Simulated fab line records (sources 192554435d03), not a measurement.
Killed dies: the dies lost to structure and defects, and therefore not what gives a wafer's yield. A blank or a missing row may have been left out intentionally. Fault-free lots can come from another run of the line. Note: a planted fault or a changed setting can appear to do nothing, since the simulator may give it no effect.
Split-lot trial / flow n5 finfet / on a route of 1938 steps: 7 lots, 21 wafers read

## THE SPLIT ITSELF
At N5_BEOL_M0_SAQP_ETCH_88 (etches underlayer in N2/H2, target depth 6.5 nm, time 5.2 s), the setting source w was moved away from the recipe's 840 W on 7 of the 21 wafers read, by -16.8% to -9.2%. For the rest of the wafers, this setting stayed at what the recipe calls for.

The reading is taken at the split's own step.

## THE READING
rf vpp V, in V, at N5_BEOL_M0_SAQP_ETCH_88 (etches underlayer in N2/H2, target depth 6.5 nm, time 5.2 s). A value of 523.9 V with a standard deviation of 2.5 V is what fault-free wafers of this fab line usually give.

wafer=L074.2; tool, chamber at the split=rie diel-06, 3; source w as run, W=840; against the recipe=recipe; rf vpp V, V=524.7; against lot-mates on the recipe=-
wafer=L074.4; tool, chamber at the split=rie diel-06, 0; source w as run, W=840; against the recipe=recipe; rf vpp V, V=524.9; against lot-mates on the recipe=-
wafer=L074.5; tool, chamber at the split=rie diel-06, 0; source w as run, W=840; against the recipe=recipe; rf vpp V, V=524.5; against lot-mates on the recipe=-
wafer=L076.1; tool, chamber at the split=rie diel-06, 3; source w as run, W=840; against the recipe=recipe; rf vpp V, V=524.3; against lot-mates on the recipe=-
wafer=L076.2; tool, chamber at the split=rie diel-06, 2; source w as run, W=699.2; against the recipe=-16.8%; rf vpp V, V=560.2; against lot-mates on the recipe=+35.8
wafer=L076.6; tool, chamber at the split=rie diel-06, 3; source w as run, W=840; against the recipe=recipe; rf vpp V, V=524.5; against lot-mates on the recipe=-
wafer=L077.2; tool, chamber at the split=rie diel-04, 0; source w as run, W=840; against the recipe=recipe; rf vpp V, V=521.7; against lot-mates on the recipe=-
wafer=L077.4; tool, chamber at the split=rie diel-04, 1; source w as run, W=763; against the recipe=-9.2%; rf vpp V, V=539.4; against lot-mates on the recipe=+17.7
wafer=L077.6; tool, chamber at the split=rie diel-04, 2; source w as run, W=763; against the recipe=-9.2%; rf vpp V, V=539.2; against lot-mates on the recipe=+17.5
wafer=L082.2; tool, chamber at the split=rie diel-05, 2; source w as run, W=753.8; against the recipe=-10.3%; rf vpp V, V=544.8; against lot-mates on the recipe=+16.2
wafer=L082.3; tool, chamber at the split=rie diel-05, 0; source w as run, W=840; against the recipe=recipe; rf vpp V, V=528.6; against lot-mates on the recipe=-
wafer=L082.4; tool, chamber at the split=rie diel-05, 3; source w as run, W=753.8; against the recipe=-10.3%; rf vpp V, V=541.2; against lot-mates on the recipe=+12.6
wafer=L083.1; tool, chamber at the split=rie diel-06, 1; source w as run, W=753.2; against the recipe=-10.3%; rf vpp V, V=544.5; against lot-mates on the recipe=+20.0
wafer=L083.3; tool, chamber at the split=rie diel-06, 3; source w as run, W=840; against the recipe=recipe; rf vpp V, V=525.3; against lot-mates on the recipe=-
wafer=L083.4; tool, chamber at the split=rie diel-06, 0; source w as run, W=840; against the recipe=recipe; rf vpp V, V=523.7; against lot-mates on the recipe=-
wafer=L090.1; tool, chamber at the split=rie diel-06, 2; source w as run, W=840; against the recipe=recipe; rf vpp V, V=526.8; against lot-mates on the recipe=-
wafer=L090.2; tool, chamber at the split=rie diel-06, 1; source w as run, W=705.1; against the recipe=-16.1%; rf vpp V, V=554.6; against lot-mates on the recipe=+28.5
wafer=L090.6; tool, chamber at the split=rie diel-06, 1; source w as run, W=840; against the recipe=recipe; rf vpp V, V=525.5; against lot-mates on the recipe=-
wafer=L095.1; tool, chamber at the split=rie diel-05, 2; source w as run, W=840; against the recipe=recipe; rf vpp V, V=523.4; against lot-mates on the recipe=-
wafer=L095.4; tool, chamber at the split=rie diel-05, 1; source w as run, W=840; against the recipe=recipe; rf vpp V, V=526.3; against lot-mates on the recipe=-
wafer=L095.6; tool, chamber at the split=rie diel-05, 1; source w as run, W=840; against the recipe=recipe; rf vpp V, V=523.7; against lot-mates on the recipe=-

THE FIT
A straight line over all 21 wafers: rf vpp V changes by -1.88 V for each +1% of source w; r = -0.99; the points scatter about the line by 2 V.
The same after taking each lot's own level away (the mean of its wafers on the recipe; 21 wafers): -1.85 V for each +1%; r = -0.98; scatter 2.1 V.
According to that fit, moving source w by its largest amount changes the reading by 31 V.
The span of the lots' own levels, 521.70 to 528.60 V, comes to 2.8 times the standard deviation stated above.
The two slopes are in agreement: the lot-to-lot level therefore moves the slope only a little.
Check: for one of the wafers moved furthest among these (-16.8%), held out of the fit, the line's prediction against its lot-mates is +28.9 V. Against them it came out at +35.8 V.
Tool readings at the split's step, against how far the setting was moved: etch rf on time s r = -0.92; rf vpp V r = -0.99.

## OTHER SPLITS APPLIED TO THESE WAFERS
Before the reading, these wafers also passed through other splits. Each is held against what the fit with the lots' levels taken away leaves over:
other split on the same wafers=N5_MOL_CONTACT_COAG_PECVD_31 temp c; wafers away from the commonest value=5; r with rf vpp V (lot level and that fit taken away)=+0.00
other split on the same wafers=N5_MOL_CONTACT_COAG_ETCH_124 source w; wafers away from the commonest value=7; r with rf vpp V (lot level and that fit taken away)=-0.53
other split on the same wafers=N5_MOL_CONTACT_COAG_CVD_140 target thk a; wafers away from the commonest value=8; r with rf vpp V (lot level and that fit taken away)=+0.13
other split on the same wafers=N5_BEOL_M0_SAQP_EXPOSE_37 dose mj; wafers away from the commonest value=6; r with rf vpp V (lot level and that fit taken away)=+0.24

## THE WHOLE CHAIN: every reading that the file lists as answering this split, in the file's order
step=N5_BEOL_M0_SAQP_ETCH_88; what it does=etches underlayer in N2/H2, target depth 6.5 nm, time 5.2 s; reading=etch rf on time s; change (the file's fit)=withheld for each +1% of the setting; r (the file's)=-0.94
step=N5_BEOL_M0_SAQP_ETCH_88; what it does=etches underlayer in N2/H2, target depth 6.5 nm, time 5.2 s; reading=rf vpp V; change (the file's fit)=-1.88 V for each +1% of the setting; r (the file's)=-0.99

## THE FILE'S OWN FIT
rf vpp V changes by -1.88 V for each +1% of source w, r = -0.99.
